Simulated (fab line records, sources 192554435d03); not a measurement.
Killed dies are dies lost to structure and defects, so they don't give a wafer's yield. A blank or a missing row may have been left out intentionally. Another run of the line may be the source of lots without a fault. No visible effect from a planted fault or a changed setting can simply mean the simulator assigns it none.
Split-lot study    flow n5_finfet    21 wafers read across 7 lots, on a route 1938 steps long

ABOUT THE SPLIT
At N5_BEOL_M6_EXPOSE_08 (exposes mask M6), the setting dose_mj was moved away from the recipe's 68.25 on 8 of the 21 wafers read, by -6.3% to +5.8%. The other wafers ran this setting at the recipe's value.

FROM THE SPLIT TO THE READING: what the file shows between them, 15 steps
- N5_BEOL_M6_PEB_09: peb time 60 s
- N5_BEOL_M6_DEVELOP_10: develop time 30 s
- N5_BEOL_M6_CD_MEAS_11: target cd 38.5 nm
- N5_BEOL_M6_DESCUM_16: chemistry O2, time 7.9 s
- N5_BEOL_M6_ETCH_61: etches SiARC in CF4, target depth 45.5 nm, time 75.8 s
- N5_BEOL_M6_ETCH_62: etches SOC in N2/H2, target depth 110 nm, overetch 22 nm, time 165 s
- N5_BEOL_M6_STRIP_68: strips in N2/H2
- N5_BEOL_M6_STRIP_67: strips in CF4
- N5_BEOL_M6_HM_OPEN_17: chemistry Cl2/BCl3, target TiN, target depth 20 nm, overetch 6 nm
- N5_BEOL_M6_STRIP_19: strips in O2
- N5_BEOL_M6_CD_MEAS_18: pitch 80 nm, target cd 40 nm
- N5_BEOL_M6_COAT_63: time 60 s, resist thk 60 nm
- N5_BEOL_M6_COAT_64: time 60 s, resist thk 12 nm
- N5_BEOL_M6_PRECLEAN_42: cleans in residue remover, time 60 s
- N5_BEOL_M6_SRD_43: time 30 s

THE READING
cd_nm, in nm, at N5_BEOL_M6_CD_MEAS_35 (target cd 40 nm, target cd y 28 nm). Fault-free wafers of this fab line usually give 40.1 nm, standard deviation 0.48 nm.

wafer   tool, chamber at the split  dose_mj as run  against the recipe  cd_nm, nm  against lot-mates on the recipe
L077.1  arfi_scanner-03, 0          68.25           recipe              41.1       -
L077.2  arfi_scanner-03, 0          72.2            +5.8%               42.3       +1.2
L077.6  arfi_scanner-03, 0          72.2            +5.8%               43.7       +2.6
L081.1  arfi_scanner-02, 0          69.66           +2.1%               40.6       +1.0
L081.4  arfi_scanner-02, 0          69.66           +2.1%               40.5       +0.9
L081.6  arfi_scanner-02, 0          68.25           recipe              39.6       -
L080.1  arfi_scanner-02, 0          68.25           recipe              39.8       -
L080.3  arfi_scanner-02, 0          71.82           +5.2%               43.0       +3.0
L080.4  arfi_scanner-02, 0          68.25           recipe              40.3       -
L086.1  arfi_scanner-03, 0          68.25           recipe              40.1       -
L086.3  arfi_scanner-03, 0          68.25           recipe              39.7       -
L086.5  arfi_scanner-03, 0          68.25           recipe              39.5       -
L090.2  arfi_scanner-01, 0          68.25           recipe              40.6       -
L090.3  arfi_scanner-01, 0          65.12           -4.6%               38.3       -2.3
L090.5  arfi_scanner-01, 0          65.12           -4.6%               37.4       -3.2
L092.2  arfi_scanner-03, 0          68.25           recipe              39.1       -
L092.4  arfi_scanner-03, 0          63.96           -6.3%               36.9       -2.6
L092.6  arfi_scanner-03, 0          68.25           recipe              39.8       -
L096.1  arfi_scanner-01, 0          68.25           recipe              40.2       -
L096.2  arfi_scanner-01, 0          68.25           recipe              40.5       -
L096.6  arfi_scanner-01, 0          68.25           recipe              40.1       -

THE FIT
A straight line over all 21 wafers: cd_nm changes by +0.498 nm for each +1% of dose_mj; r = +0.95; the points scatter about the line by 0.53 nm.
The same after taking each lot's own level away (the mean of its wafers on the recipe; 21 wafers): +0.45 nm for each +1%; r = +0.95; scatter 0.47 nm.
On that fit, the largest move of dose_mj shifts the reading by 2.8 nm.
The lots' own levels span 39.45 to 41.10 nm, that is 3.4 times the standard deviation above.
So the lot-to-lot level changes the slope: the two fits differ.
Check: -3.07 nm against its lot-mates is what the line predicts for one of the wafers moved furthest among these (-6.3%) when that wafer is left out of the fit. Against them it came out at -2.55 nm.

ADDITIONAL SPLITS CARRIED BY THESE WAFERS
Before the reading, these wafers also passed through other splits. Each is held against what the fit with the lots' levels taken away leaves over:
other split on the same wafers  wafers away from the commonest value  r with cd_nm (lot level and that fit taken away)
N5_BEOL_M6_ILD_DEP_00 time_s    6                                     +0.41

THE WHOLE CHAIN: every reading that the file lists as answering this split, in the file's order
step                   what it does                                                       reading                                                                change (the file's fit)                r (the file's)
N5_BEOL_M6_CD_MEAS_11  target cd 38.5 nm                                                  cd_nm                                                                  +0.467 nm for each +1% of the setting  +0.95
N5_BEOL_M6_ETCH_61     etches SiARC in CF4, target depth 45.5 nm, time 75.8 s             BEOL_M6.cd_offset_nm (the simulator's own value, which no gauge read)  +0.454 nm for each +1% of the setting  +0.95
N5_BEOL_M6_HM_OPEN_17  chemistry Cl2/BCl3, target TiN, target depth 20 nm, overetch 6 nm  BEOL_M6.cd_offset_nm (the simulator's own value, which no gauge read)  +0.441 nm for each +1% of the setting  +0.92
N5_BEOL_M6_CD_MEAS_18  pitch 80 nm, target cd 40 nm                                       cd_nm                                                                  +0.426 nm for each +1% of the setting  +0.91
N5_BEOL_M6_CD_MEAS_35  target cd 40 nm, target cd y 28 nm                                 cd_nm                                                                  +0.453 nm for each +1% of the setting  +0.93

THE FILE'S OWN FIT
cd_nm changes by +0.453 nm for each +1% of dose_mj, r = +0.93.
